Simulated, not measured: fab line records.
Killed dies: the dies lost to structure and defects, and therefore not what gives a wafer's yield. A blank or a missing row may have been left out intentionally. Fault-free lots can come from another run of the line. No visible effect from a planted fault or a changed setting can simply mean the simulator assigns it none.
Which tool did it? | flow n5_finfet | 30 wafers from 10 lots sampled at 2 of the route's 1938 steps

WHAT THE GAUGES READ, wafer by wafer
N5_SDB_INSPECT_13: inspects for defects (brightfield).
lot  | measured    | on                | raw_defect_count
L425 | day 4 00:15 | defect_inspect-01 | 77 66 57
L426 | day 4 06:31 | defect_inspect-01 | 57 39 56
L430 | day 5 05:46 | defect_inspect-02 | 74 44 53
L431 | day 5 13:17 | defect_inspect-01 | 100 76 80
L432 | day 5 19:27 | defect_inspect-02 | 81 80 102
L436 | day 7 21:53 | defect_inspect-01 | 1238 1265 1267
L438 | day 8 00:44 | defect_inspect-02 | 1342 1238 1304
L439 | day 8 01:31 | defect_inspect-02 | 32 60 33
L444 | day 9 12:32 | defect_inspect-02 | 140 168 156
L445 | day 9 14:08 | defect_inspect-01 | 92 84 55

WHICH TOOL RAN EACH LOT (tool, then ch and the chambers of the sampled wafers, then the start)
lot  | N5_SDB_HM_DEP_00
L425 | pecvd-02 ch 0,1, day 3 23:43
L426 | pecvd-03 ch 0,2, day 4 06:08
L430 | pecvd-03 ch 1,2, day 5 05:16
L431 | pecvd-02 ch 2, day 5 12:53
L432 | pecvd-03 ch 0,1,2, day 5 19:04
L436 | pecvd-03 ch 0,1, day 7 21:31
L438 | pecvd-03 ch 0,1,2, day 8 00:21
L439 | pecvd-02 ch 0,1,2, day 8 01:01
L444 | pecvd-02 ch 0,1, day 9 12:10
L445 | pecvd-01 ch 0,1,2, day 9 13:37
- N5_SDB_HM_DEP_00: deposits SiNx from SiH4/NH3/N2, target thk 40 nm, time 35.3 s.

THE ANSWER, worked out from the rows above alone
Rule: the lots themselves supply what counts as usual. The widest of any qualifying gaps counts: lots, ordered by their means at a reading, are off when they make up no more than a third of the lots, leave a main group of 4 or more, and stand apart from it by 3 or more times the standard deviation of that group's means. Not used: any main group whose means are identical at the precision the tables above print for the reading. Also off: a lot with no number at a reading for which 4 or more lots have one. All remaining lots with rows at the step are treated as sound.
Off at N5_SDB_INSPECT_13 (raw_defect_count): L436, L438. The main group: mean 78, standard deviation 33.
A tool fits if, at a process step before that reading, it ran every lot that is off, and no sound lot after the first of them. Those tools and the gauges at N5_SDB_INSPECT_13 are tried in the same way. One fits: N5_SDB_HM_DEP_00 on pecvd-03. Its last sound lot is L432 (day 5 19:04), its first lot that is off L436 (day 7 21:31): a fault that began between those two fits.

WHAT THE SIMULATOR HAD PUT IN
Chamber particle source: pecvd-03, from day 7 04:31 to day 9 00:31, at N5_SDB_HM_DEP_00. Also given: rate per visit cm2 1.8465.
Lots struck among those shown: L436, L438. The rule given above showed the same thing.
